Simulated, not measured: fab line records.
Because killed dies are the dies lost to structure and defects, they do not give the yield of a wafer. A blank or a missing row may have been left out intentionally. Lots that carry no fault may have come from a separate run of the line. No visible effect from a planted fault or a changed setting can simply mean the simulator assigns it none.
Struck lot and sound lot, side by side + flow nand_harc + 14 steps out of a route of 1302
Sound: the wafers L231.2, L231.3, L231.5. The struck wafers were L239.3, L239.4, L239.5. The cause is given at the end.
Order at every step that has rows: each side's tool, ch and its chambers, its first start. Under that, the readings that differ: sound wafers + struck wafers + difference of the means + sigmas: that difference in standard deviations of wafers without a fault.
alike: readings whose means differ by less than 2 such deviations, and words and numbers that are the same on both sides. not compared: withheld readings, readings that some wafer has no value for, bounds like >300 that may hide the same value, and numbers for which the record gives no deviation and whose values overlap.
Wherever a step has rows on one side only, a row that says differs or no value, or a row with sigmas, the two part there. Non-overlapping numbers with no deviation appear without sigmas and do not part them. A reading missing from all wafers of one side parts the sides only when that side holds two or more wafers.

first, 6 steps without rows for these wafers: NHARC_A_CONTACT_COAT_63 (resist thk 90 nm); NHARC_A_CONTACT_SOFTBAKE_64 (time 55 s); NHARC_A_CONTACT_EBR_65; NHARC_A_CONTACT_EXPOSE_66 (exposes mask A CC 2); NHARC_A_CONTACT_PEB_67 (peb time 65 s); NHARC_A_CONTACT_DEVELOP_68 (develop time 35 s).
NHARC_A_CONTACT_CD_MEAS_69: the cd target is 300 nm.
  sound on cd_sem-03 ch 0, day 23 03:20; struck on cd_sem-02 ch 0, day 26 09:58
  alike: cd_nm
NHARC_A_CONTACT_OVL_MEAS_70:
  struck on overlay-01, day 26 10:03; sound on overlay-01, day 23 03:26
  alike: overlay_x_nm, overlay_y_nm
NHARC_A_CONTACT_INSPECT_71:
  struck on defect_inspect-01, day 26 10:05; sound on defect_inspect-01, day 23 03:28
  alike: raw_defect_count
NHARC_A_CONTACT_DESCUM_74: chemistry O2, time 3 s.
  sound on rie_diel-02 ch 1,2,3, day 23 03:32; struck on rie_diel-04 ch 0,2, day 26 10:09
  alike: drypump_motor_current_A, oes_product_au, rf_vpp_V, showerhead_plenum_p_Torr, throttle_valve_pct
  not compared: rf_hours_counter_h
NHARC_A_CONTACT_ETCH_75: etches the open film in CF4, target depth 39 nm, time 65 s.
  sound on rie_diel-02 ch 1,2, day 23 03:38; struck on rie_diel-04 ch 0,1, day 26 10:14
  alike: bias_w, cf4_flow_sccm, drypump_motor_current_A, oes_product_au, rf_vpp_V, showerhead_plenum_p_Torr, throttle_valve_pct
  not compared: rf_hours_counter_h
NHARC_A_CONTACT_ETCH_76: etches the open film in N2/H2, target depth 260 nm, time 475.3 s.
  sound: rie_diel-02 ch 1,3; struck: rie_diel-04 ch 0,2,3
| reading                | sound                | struck               | difference | sigmas |
|------------------------|----------------------|----------------------|------------|--------|
| throttle_valve_pct (%) | 14.158 14.183 14.185 | 14.158 14.155 14.141 | -0.024     | -2     |
  alike: bias_w, chamber_pressure_mTorr, drypump_motor_current_A, oes_product_au, rf_vpp_V, showerhead_plenum_p_Torr
  not compared: rf_hours_counter_h
NHARC_A_CONTACT_ETCH_77: etches the open film in CF4/CHF3, target depth 108.9 nm, time 54.5 s.
  sound on rie_diel-02 ch 1,2, day 23 04:14; struck on rie_diel-04 ch 1,2, day 26 10:40
  no value came back on the struck wafers for any of 8 readings (bias_w (W), cf4_flow_sccm (sccm) and others); on the sound wafers bias_w (W) reads 199.8 198.7 199.6
  not compared: rf_hours_counter_h
NHARC_A_CONTACT_ETCH_78: etches the open film in O2/COS, target depth 5300 nm, time 1378 s.
  sound: rie_diel-02 ch 2,3; struck: rie_diel-04 ch 0,2,3
  alike: bias_w, chamber_pressure_mTorr, drypump_motor_current_A, oes_product_au, rf_vpp_V, showerhead_plenum_p_Torr, throttle_valve_pct
  not compared: rf_hours_counter_h

## WHERE THEY PART
At NHARC_A_CONTACT_ETCH_76 first; at NHARC_A_CONTACT_ETCH_77 last (within this record only). Later steps at which nothing parts them and some readings are alike: NHARC_A_CONTACT_ETCH_78.

WHY: the cause the simulator had injected
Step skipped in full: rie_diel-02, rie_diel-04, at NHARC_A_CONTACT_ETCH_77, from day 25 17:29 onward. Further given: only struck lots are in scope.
